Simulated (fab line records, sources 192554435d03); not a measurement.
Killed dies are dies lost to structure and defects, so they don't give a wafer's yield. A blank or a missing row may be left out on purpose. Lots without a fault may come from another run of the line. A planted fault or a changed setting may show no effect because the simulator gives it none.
fab line records | flow n5_finfet
record lots=10 wafers=28 last_day=18
route steps=1938 shown BEOL_M7@1280 PASS1_CAP@1874 PASSIVATION@1929
lots that met no fault: from a run of the same line without faults
start_h: hours from the record's first day to the start of the lot's first wafer shown | wait_h: hours since the lot's step before | " the same as in the row above | L1.1+2: a row that stands for several wafers | - no value, or no start given | * or withheld: withheld | < > ~ a bound
route shown NAME@n: a module of which the file shows steps, and the number in the route of the first | usual: mean/standard deviation of fault-free wafers | same: alike in all rows | chamber/n: place in a boat | sites: the reading at each site | _std_site: their standard deviation | _edge_site: outer sites' mean less inner sites' | radius_mm: how far each site lies from the wafer's centre | mask NAME#n: copy n | behind: the tool/chamber that last shaped the wafer | hold: why the lot was held/for how many hours/how that ended | device: the transistor (n, p or np) that didn't switch | end of line: the same wafers' tests at the end of the route | a step without rows: its recipe alone | killed: dies lost to structure and defects at the first sort, not the wafer's yield | map: a wafer's dies, x killed, . not, _ none there
set.NAME: the setting as run; set.NAME@STEP: as run at that earlier step | model.NAME: the simulator's own value behind a step, which no gauge read
steps of the route over a sample of lots; a table a step, a row a wafer
services: from which hour (start_h, from the record's first day; less than 0 if before it) a tool's chamber was out of use, for how many hours, and why
## steps
# step N5_BEOL_M7_ETCH_61
# recipe chemistry=CF4 target=SiARC target_depth_a=455 mask_material=CAR-ArF time_s=75.8 ion_energy_ev=80 pressure_mtorr=40 source_w=545 bias_w=36 Ar_flow_sccm=100 cf4_flow_sccm=100 ends=cleared
# usual bias_w=36.01/0.11 drypump_motor_current_A=5.63/0.29 etch_rf_on_time_s=77.0/2 mfc_ar_sccm=100.0/0.3 oes_product_au=0.69/0.091 rf_vpp_V=184.1/1.3 showerhead_plenum_p_Torr=2.14/0.069 throttle_valve_pct=15.56/0.27
# columns lot.wafer tool chamber start_h wait_h bias_w drypump_motor_current_A etch_rf_on_time_s mfc_ar_sccm oes_product_au rf_hours_counter_h rf_vpp_V showerhead_plenum_p_Torr throttle_valve_pct
L928.3 rie_diel-04 0 228.14 0.0 36.03 5.71 81.7 99.8 0.59 198 184.6 2.12 15.97
L928.4 " 3 " " 35.92 5.50 74.7 99.9 0.60 232 183.2 2.03 15.96
L928.5 " 3 " " 35.88 5.48 74.6 100.3 0.60 - 181.3 2.03 15.98
L929.3 rie_diel-02 0 231.39 0.0 35.93 5.27 79.2 100.2 0.60 196 182.5 2.04 15.77
L929.4 " 3 " " 35.88 5.48 74.5 99.7 0.80 - 184.5 2.10 15.53
L929.6 " 2 " " 35.82 5.67 76.1 100.0 0.83 - 183.7 2.19 15.20
L935.1 rie_diel-05 3 239.89 0.0 36.08 6.29 76.9 99.9 0.78 15 186.6 2.27 15.56
L935.3 " 2 " " 35.91 5.86 76.1 99.8 0.62 170 185.0 2.13 15.45
L935.6 " 1 " " 36.06 5.10 75.5 100.0 0.72 - 184.5 2.18 15.45
L931.1 rie_diel-02 3 240.14 0.0 35.89 5.48 75.0 99.9 0.80 9 183.4 2.09 15.54
L931.3 " 0 " " 36.16 5.29 79.5 99.7 0.60 198 182.0 2.04 15.78
L931.6 " 0 " " 35.93 5.28 79.4 100.0 0.60 - 182.9 2.04 15.77
L936.4 rie_diel-04 1 243.45 0.0 35.92 5.93 78.2 99.8 0.60 - 184.2 2.22 15.61
L936.5 " 3 " " 35.80 5.48 77.1 99.8 0.59 - 184.0 2.03 15.97
L934.4 rie_diel-02 2 247.89 0.0 36.05 5.69 75.1 99.6 0.82 - 186.0 2.19 15.19
L934.5 " 0 " " 35.92 5.29 79.2 99.7 0.60 - 181.9 2.04 15.78
L937.3 rie_diel-02 2 275.35 0.0 36.05 5.65 75.7 99.6 0.78 13 184.8 2.19 15.23
L937.5 " 2 " " 36.01 5.68 75.4 99.3 0.79 - 185.6 2.19 15.23
L937.6 " 1 " " 36.13 5.81 77.4 100.3 0.79 - 184.7 2.19 15.16
L938.2 rie_diel-02 2 275.61 0.0 36.09 5.68 75.3 100.4 0.78 13 184.2 2.19 15.23
L938.5 " 0 " " 36.05 5.29 76.8 100.3 0.61 - 181.9 2.04 15.80
L938.6 " 1 " " 35.96 5.82 78.1 99.6 0.79 - 185.3 2.19 15.14
L946.2 rie_diel-02 3 323.57 0.0 35.91 5.50 75.1 100.2 0.74 33 184.1 2.09 15.58
L946.4 " 1 " " 36.15 5.83 78.2 100.2 0.75 18 184.8 2.18 15.19
L946.6 " 0 " " 36.11 5.31 78.4 100.3 0.58 - 182.5 2.03 15.84
L949.4 rie_diel-04 2 331.63 0.0 36.07 5.75 74.7 100.3 0.75 34 183.4 2.10 15.29
L949.5 " 1 " " 36.18 5.92 77.3 100.3 0.58 - 184.4 2.21 15.68
L949.6 " 0 " " 35.96 5.68 81.3 99.7 0.57 - 184.4 2.11 16.03
# step N5_PASSIVATION_PECVD_01
# recipe material=SiNx target_thk_a=2000 temp_c=400 precursor=SiH4/NH3/N2 pressure_torr=4.9 rf_w=1406 time_s=43.2
# usual heater_power_w=358/110 showerhead_plenum_p_Torr=8.68/0.075 susceptor_temp_C=400.01/0.22 throttle_valve_pct=28.6/0.87
# columns lot.wafer tool chamber start_h wait_h heater_power_w showerhead_plenum_p_Torr susceptor_temp_C throttle_valve_pct
L928.3 pecvd-02 0 307.52 0.0 323 8.69 400.13 29.1
L928.4 " 1 " " 472 8.62 400.18 29.7
L928.5 " 2 " " 333 8.73 400.04 28.7
L929.3 pecvd-04 1 310.95 0.0 397 8.54 400.26 28.0
L929.4 " 2 " " 398 8.72 400.10 28.3
L929.6 " 2 " " 405 8.71 399.92 28.5
L936.4 pecvd-02 1 322.35 0.0 417 8.64 399.88 29.7
L936.5 " 2 " " 228 8.74 399.94 28.5
L931.1 pecvd-04 2 325.75 0.0 341 8.70 399.75 28.4
L931.3 " 0 " " 597 8.80 399.65 29.7
L931.6 " 2 " " 345 8.71 399.84 28.6
L935.1 pecvd-03 0 326.03 0.0 357 8.59 400.28 28.5
L935.3 " 2 " " 260 8.75 400.55 27.8
L935.6 " 0 " " 354 8.60 399.74 28.3
L934.4 pecvd-02 0 336.13 0.0 223 8.71 399.90 28.9
L934.5 " 2 " " 228 8.74 399.64 28.6
L938.2 pecvd-04 2 346.77 0.0 295 8.72 400.12 28.6
L938.5 " 2 " " 313 8.69 400.12 28.6
L938.6 " 1 " " 489 8.54 400.34 27.6
L937.3 pecvd-02 1 353.68 0.0 462 8.67 400.14 30.0
L937.5 " 1 " " 457 8.65 399.95 29.7
L937.6 " 2 " " 320 8.72 400.27 28.8
L946.2 pecvd-03 2 400.96 0.0 265 8.76 400.04 28.0
L946.4 " 2 " " 265 8.75 400.11 27.6
L946.6 " 2 " " 276 8.77 399.91 27.5
L949.4 pecvd-03 0 413.09 0.0 350 8.60 399.92 28.6
L949.5 " 2 " " 246 8.75 400.18 27.9
L949.6 " 1 " " 460 8.68 400.05 27.2
# step N5_PASSIVATION_PASS_ETCH_47
# recipe chemistry=CF4/O2 target=SiNx target_depth_a=7700 time_s=385 ion_energy_ev=100 pressure_mtorr=40 source_w=535 bias_w=49 Ar_flow_sccm=100 cf4_flow_sccm=100 O2_flow_sccm=10
# usual O2_flow_sccm=10.003/0.029 bias_w=49.00/0.13 drypump_motor_current_A=5.7/0.42 mfc_ar_sccm=100.0/0.31 oes_f_703_au=0.82/0.064 oes_product_au=0.81/0.062 rf_vpp_V=241/5.5 showerhead_plenum_p_Torr=2.17/0.064 throttle_valve_pct=15.82/0.18
# columns lot.wafer tool chamber start_h wait_h O2_flow_sccm bias_w drypump_motor_current_A mfc_ar_sccm oes_f_703_au oes_product_au rf_hours_counter_h rf_vpp_V showerhead_plenum_p_Torr throttle_valve_pct
L928.3 rie_diel-03 2 312.08 0.0 10.003 48.88 5.8 100.1 0.88 0.91 26 251 2.34 15.77
L928.4 " 0 " " 9.979 48.78 5.2 100.6 0.69 0.69 231 243 2.09 15.89
L928.5 " 0 " " 10.016 48.92 5.2 100.0 0.69 0.69 - 245 2.09 15.90
L929.3 rie_diel-01 1 317.08 0.0 9.970 48.99 6.3 99.9 0.88 0.86 47 234 2.14 15.66
L929.4 " 0 " " 10.007 48.99 4.9 99.8 0.92 0.91 20 242 2.18 15.98
L929.6 " 2 " " 9.989 48.89 5.8 100.1 0.78 0.82 - 241 2.15 15.92
L936.4 rie_diel-06 0 328.45 0.0 10.054 49.02 5.7 100.2 0.74 0.74 172 238 2.11 15.72
L936.5 " 3 " " 9.999 49.22 6.0 99.6 0.89 0.89 - 240 2.16 15.81
L931.1 rie_diel-01 3 329.79 0.0 9.956 49.20 6.1 100.1 0.79 0.78 127 237 2.12 15.52
L931.3 " 2 " " 10.022 48.91 5.8 100.3 0.78 0.82 80 241 2.15 15.92
L931.6 " 3 " " 10.018 49.10 6.1 100.1 0.79 0.79 - 238 2.12 15.53
L935.1 rie_diel-03 0 330.48 0.0 9.999 49.05 5.2 100.3 0.68 0.68 239 243 2.08 15.92
L935.3 " 3 " " 10.015 49.03 5.8 100.2 0.76 0.74 149 230 2.20 16.04
L935.6 " 2 " " 10.021 49.13 5.8 99.2 0.86 0.88 - 250 2.34 15.80
L934.4 rie_diel-01 0 343.37 0.0 9.988 49.27 4.9 100.1 0.90 0.88 29 242 2.18 16.01
L934.5 " 1 " " 10.003 48.99 6.3 99.7 0.87 0.84 - 233 2.14 15.67
L938.2 rie_diel-01 0 352.86 0.0 9.969 48.98 4.9 100.1 0.90 0.87 33 242 2.18 16.02
L938.5 " 1 " " 9.980 49.26 6.3 100.3 0.86 0.84 - 232 2.14 15.70
L938.6 " 2 " " 10.029 48.95 5.7 99.8 0.77 0.80 - 240 2.14 15.95
L937.3 rie_diel-06 0 359.58 0.0 10.001 49.02 5.7 100.5 0.73 0.73 183 238 2.11 15.75
L937.5 " 2 " " 10.027 49.17 4.9 100.0 0.82 0.82 - 249 2.20 16.03
L937.6 " 1 " " 10.046 48.85 5.8 100.3 0.90 0.89 - 244 2.16 15.75
L946.2 rie_diel-06 2 405.27 0.0 10.019 48.80 4.9 100.0 0.80 0.80 126 249 2.20 16.05
L946.4 " 3 " " 9.993 49.04 6.0 99.2 0.85 0.85 55 239 2.15 15.86
L946.6 " 3 " " 10.034 48.95 6.0 99.7 0.84 0.85 - 241 2.15 15.87
L949.4 rie_diel-06 3 418.75 0.0 10.036 48.85 6.0 99.8 0.85 0.84 60 238 2.15 15.88
L949.5 " 0 " " 9.971 49.11 5.8 100.2 0.72 0.72 - 238 2.10 15.80
L949.6 " 3 " " 10.040 49.00 6.0 99.8 0.84 0.84 - 238 2.15 15.87
# step N5_PASSIVATION_ETCH_54
# recipe chemistry=CHF3/O2 target=SiO2 target_depth_a=8800 CHF3_flow_sccm=50 O2_flow_sccm=5 Ar_flow_sccm=200 time_s=440 mask_material=PR pressure_mtorr=30 source_w=650 bias_w=170 ion_energy_ev=200
# usual CHF3_flow_sccm=50.01/0.13 O2_flow_sccm=5.001/0.015 bias_w=170.0/0.5 drypump_motor_current_A=5.7/0.42 mfc_ar_sccm=200.0/0.59 oes_f_703_au=0.82/0.065 oes_product_au=0.81/0.061 rf_vpp_V=524/12 showerhead_plenum_p_Torr=2.38/0.074 throttle_valve_pct=18.78/0.2
# columns lot.wafer tool chamber start_h wait_h CHF3_flow_sccm O2_flow_sccm bias_w drypump_motor_current_A mfc_ar_sccm oes_f_703_au oes_product_au rf_hours_counter_h rf_vpp_V showerhead_plenum_p_Torr throttle_valve_pct
L928.3 rie_diel-03 2 312.30 0.1 50.21 5.000 170.8 5.8 199.5 0.87 0.90 26 544 2.58 18.87
L928.4 " 0 " " 49.95 4.989 170.2 5.2 198.9 0.68 0.68 231 531 2.29 18.89
L928.5 " 0 " " 50.03 4.975 170.2 5.2 199.5 0.69 0.69 - 531 2.29 18.88
L929.3 rie_diel-01 1 317.31 0.1 50.06 4.984 169.9 6.4 198.9 0.87 0.85 48 510 2.35 18.66
L929.4 " 0 " " 50.17 4.996 170.3 4.8 200.6 0.93 0.90 20 527 2.38 18.97
L929.6 " 2 " " 49.96 4.986 170.3 5.8 198.8 0.79 0.83 - 525 2.34 18.89
L936.4 rie_diel-06 0 328.68 0.1 49.83 4.983 169.9 5.7 200.2 0.74 0.74 173 518 2.32 18.67
L936.5 " 3 " " 50.08 4.993 169.0 6.0 200.2 0.89 0.89 - 521 2.36 18.80
L931.1 rie_diel-01 3 330.02 0.1 49.97 4.996 168.9 6.1 199.6 0.78 0.78 127 519 2.33 18.49
L931.3 " 2 " " 49.99 4.994 169.8 5.7 198.6 0.78 0.82 80 524 2.34 18.88
L931.6 " 3 " " 49.83 5.001 169.9 6.1 199.8 0.79 0.78 - 518 2.33 18.49
L935.1 rie_diel-03 0 330.70 0.1 50.10 4.950 169.4 5.2 201.1 0.68 0.68 239 531 2.29 18.89
L935.3 " 3 " " 50.07 5.008 170.0 5.8 201.6 0.77 0.75 149 502 2.41 18.99
L935.6 " 2 " " 50.06 5.017 169.8 5.8 199.7 0.86 0.89 - 544 2.57 18.91
L934.4 rie_diel-01 0 343.60 0.1 49.78 4.992 170.5 4.8 199.4 0.90 0.88 30 527 2.37 18.98
L934.5 " 1 " " 49.87 4.974 169.9 6.3 200.4 0.86 0.84 - 511 2.35 18.67
L938.2 rie_diel-01 0 353.09 0.1 49.96 4.993 170.5 4.8 200.4 0.90 0.87 33 527 2.37 18.99
L938.5 " 1 " " 49.93 4.981 169.1 6.3 199.1 0.86 0.84 - 509 2.34 18.68
L938.6 " 2 " " 50.23 4.995 171.2 5.8 200.0 0.77 0.80 - 525 2.34 18.91
L937.3 rie_diel-06 0 359.81 0.1 50.34 4.991 169.7 5.8 200.6 0.74 0.74 184 519 2.31 18.68
L937.5 " 2 " " 50.20 5.029 169.5 4.9 200.4 0.82 0.82 - 541 2.42 19.00
L937.6 " 1 " " 50.03 5.009 170.0 5.7 199.6 0.91 0.89 - 529 2.35 18.66
L946.2 rie_diel-06 2 405.50 0.1 50.12 4.991 169.6 4.9 200.4 0.80 0.80 127 542 2.41 19.04
L946.4 " 3 " " 49.83 5.000 170.5 6.0 199.7 0.84 0.85 55 520 2.35 18.83
L946.6 " 3 " " 49.86 5.013 169.9 6.0 200.6 0.84 0.85 - 520 2.35 18.82
L949.4 rie_diel-06 3 418.98 0.1 49.98 5.014 169.8 6.0 200.6 0.84 0.84 60 519 2.35 18.85
L949.5 " 0 " " 50.03 4.997 170.4 5.7 199.6 0.71 0.72 - 518 2.30 18.69
L949.6 " 3 " " 49.84 5.013 170.5 6.0 199.5 0.85 0.85 - 520 2.35 18.82
# step N5_PASSIVATION_PROBE_49
# usual defect_limited_yield=91.2/1.6 killed_at_M0_to_M3=35/11 killed_at_M4_up=14/5.4 killed_at_contacts=13/6 killed_at_front_end=38/11 killed_at_other=3.4/2.6 killed_dies=104/19 killed_on_rim=13/3.9 killed_open=68/13 killed_short=34/8.5 sort_bin_5_function=5.1/1 sort_bin_6_memory=3.3/0.72 sort_bin_8_speed=0.1/0.9 sort_n_pass=1075/22 sort_yield_pct=91.1/1.9
# same gross_dies=1180 killed_at_back_side=0 sort_bin_4_leakage[%]=0
# columns lot.wafer tool chamber start_h wait_h defect_limited_yield[%] killed_at_M0_to_M3 killed_at_M4_up killed_at_contacts killed_at_front_end killed_at_other killed_dies killed_on_rim killed_open killed_short sort_bin_5_function[%] sort_bin_6_memory[%] sort_bin_8_speed[%] sort_n_pass sort_yield_pct[%]
L935.1 prober-01 - 333.48 0.0 92.3 25 10 8 43 5 91 11 66 17 4.6 2.4 0 1089 92.3
L935.3 prober-01 - 333.58 0.1 89.8 54 8 12 46 0 120 18 67 52 6.5 3.1 0 1060 89.8
L935.6 prober-01 - 333.73 0.3 92.7 30 7 7 42 0 86 10 59 23 4.3 2.8 0 1094 92.7
L946.2 prober-02 - 408.33 0.1 91.9 37 17 16 23 3 96 15 72 24 4.8 3.0 0 1084 91.9
L946.4 prober-02 - 408.43 0.2 83.0 63 84 23 29 2 201 29 93 41 9.7 5.8 0 979 83.0
L946.6 prober-02 - 408.53 0.3 93.1 35 5 10 28 3 81 4 63 18 4.4 2.3 0 1099 93.1
# killed by level:class
L935.1 FIN_SAQP:geometric_particle:open=12 HKMG_FIN:area_etch=8 STI_FIN_REVEAL:geometric_particle:open=7 MOL_CONTACT_COAG:geometric_particle:open=7 BEOL_M2:geometric_particle:open=7 BEOL_M0_SAQP:geometric_particle:open=6 GATE_CUT:geometric_particle:open=5 BEOL_M1:geometric_particle:open=5
L935.3 BEOL_M0_SAQP:geometric_particle:short=20 BEOL_M0_SAQP:geometric_particle:open=12 FIN_SAQP:geometric_particle:open=10 STI_FIN_REVEAL:geometric_particle:open=8 GATE_CUT:geometric_particle:short=8 BEOL_M1:geometric_particle:open=8 FIN_SAQP:geometric_particle:short=7 MOL_CONTACT_COAG:geometric_particle:open=6
L935.6 FIN_SAQP:geometric_particle:open=10 BEOL_M1:geometric_particle:open=9 STI_FIN_REVEAL:geometric_particle:open=8 GATE_CUT:geometric_particle:short=8 BEOL_M2:geometric_particle:open=8 BEOL_M0_SAQP:geometric_particle:short=7 STARTING-WAFER:geometric_particle:open=5 MOL_CONTACT_COAG:geometric_particle:open=5
L946.2 BEOL_M2:geometric_particle:open=17 MOL_CONTACT_COAG:geometric_particle:open=12 FIN_SAQP:geometric_particle:open=8 BEOL_M4:geometric_particle:open=7 FIN_SAQP:geometric_particle:short=4 DUMMY_GATE:geometric_particle:open=4 MOL_CONTACT_COAG:geometric_particle:short=4 BEOL_M0_SAQP:geometric_particle:short=4
L946.4 BEOL_M7:unspecified=65 MOL_CONTACT_COAG:geometric_particle:open=18 BEOL_M0_SAQP:geometric_particle:short=18 BEOL_M2:geometric_particle:open=16 STI_FIN_REVEAL:geometric_particle:open=10 BEOL_M0_SAQP:geometric_particle:open=10 BEOL_M4:geometric_particle:open=10 BEOL_M1:geometric_particle:open=9
L946.6 BEOL_M2:geometric_particle:open=20 FIN_SAQP:geometric_particle:open=8 MOL_CONTACT_COAG:geometric_particle:open=8 BEOL_M0_SAQP:geometric_particle:open=7 FIN_SAQP:geometric_particle:short=6 STI_FIN_REVEAL:geometric_particle:open=5 BEOL_M3:geometric_particle:open=4 BEOL_M0:geometric_particle:open=3
## services
# columns tool chamber start_h hours kind
rie_diel-04 0 207.73 1.7 repair
pecvd-02 - 213.43 0.8 repair
rie_diel-06 1 214.36 13.2 repair
rie_diel-03 - 219.88 28.1 pm
rie_diel-01 0 238.87 - clean
rie_diel-01 0 238.87 - consumable_replace:focus_ring
rie_diel-01 0 238.87 17.9 scheduled_down
rie_diel-01 0 238.87 17.9 vent_cycle
rie_diel-04 2 240.24 10.5 repair
pecvd-03 2 241.42 8.2 repair
rie_diel-02 - 257.01 2.8 pm
rie_diel-02 3 261.30 17.6 repair
pecvd-02 1 295.80 5.9 repair
rie_diel-01 2 306.55 1.8 repair
rie_diel-02 1 307.24 11.4 repair
rie_diel-01 - 317.64 2.8 pm
rie_diel-05 - 330.98 14.6 pm
pecvd-03 - 352.80 0.8 pm
pecvd-04 - 357.00 0.6 repair
rie_diel-05 - 379.52 0.5 repair
rie_diel-02 3 381.15 5.7 repair
pecvd-03 - 397.30 2.8 pm
rie_diel-02 2 400.52 7.9 repair
pecvd-04 - 409.16 0.5 repair
## key
first_sign step=N5_PASSIVATION_PROBE_49 reading=killed_at_M4_up direction=up sigmas=13 usual=14 struck=84
effect step=N5_PASSIVATION_PROBE_49 reading=killed_dies direction=up sigmas=5.2 usual=104 struck=201
more_kills_born_at N5_BEOL_M7_ETCH_61@rie_diel-02=65
met_at N5_BEOL_M7_ETCH_61
struck_lots L946
struck_wafers L946.4
not_acting_at N5_PASSIVATION_PECVD_01,N5_PASSIVATION_PASS_ETCH_47,N5_PASSIVATION_ETCH_54
onset_between 275.61 323.57
fault kind=chamber_particle_source tool=rie_diel-02 chamber=1 onset_h=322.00 steps=N5_BEOL_M7_ETCH_61 rate_per_visit_cm2=0.40911 end_h=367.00
